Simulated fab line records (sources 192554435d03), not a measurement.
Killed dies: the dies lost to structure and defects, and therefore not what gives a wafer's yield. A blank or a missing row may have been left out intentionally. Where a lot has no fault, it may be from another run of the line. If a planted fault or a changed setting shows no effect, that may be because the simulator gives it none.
Matching of chambers -- flow n5_finfet -- N5_BEOL_M12_ILD_DEP_00 on pecvd-03 has 3 sister chambers
The step deposits SiOC from DEMS/O2, target thk 658.92 nm, time 130.7 s. 6 wafers are shown with their chamber, then 7 later ones without.

== WAFERS PAIRED WITH THEIR CHAMBERS ==
wafer,chamber,throttle_valve_pct (%),showerhead_plenum_p_Torr (Torr)
L082.1,2,11.0,5.711
L082.4,2,11.3,5.696
L088.3,0,12.4,5.674
L088.4,1,11.6,5.719
L086.1,0,12.5,5.695
L086.3,1,11.5,5.729

== WAFERS WITH NO CHAMBER GIVEN ==
wafer,throttle_valve_pct (%),showerhead_plenum_p_Torr (Torr)
L086.5,11.6,5.700
L090.3,11.4,5.706
L090.4,12.3,5.677
L090.6,11.3,5.689
L097.3,11.5,5.713
L097.4,12.3,5.692
L097.5,11.3,5.702

== WHICH CHAMBER EACH WENT THROUGH ==
wafer,from the rows above,in truth
L086.5,can't be placed: 1 or 2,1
L090.3,can't be placed: 2 or 1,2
L090.4,0,0
L090.6,can't be placed: 2 or 1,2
L097.3,can't be placed: 1 or 2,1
L097.4,0,0
L097.5,can't be placed: 2 or 1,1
Correctly placed: 2 of 7. Unplaceable from these rows: 5, with the true chamber sitting among the candidates in 5. Placed wrongly: 0.
How it was worked out, from the rows above alone: a wafer's distance from a chamber is the root of the sum, over the readings, of the square of ((its reading less the chamber's mean) divided by the reading's scatter). If the next closest chamber is less than 2 further off than the closest, the wafer can't be placed; otherwise it belongs to the closest. The mean given for a chamber averages the wafers shown for that chamber. The scatter: take each reading less its chamber's mean, square it, sum over the shown wafers, divide by the number of wafers less the number of chambers, and take the root.
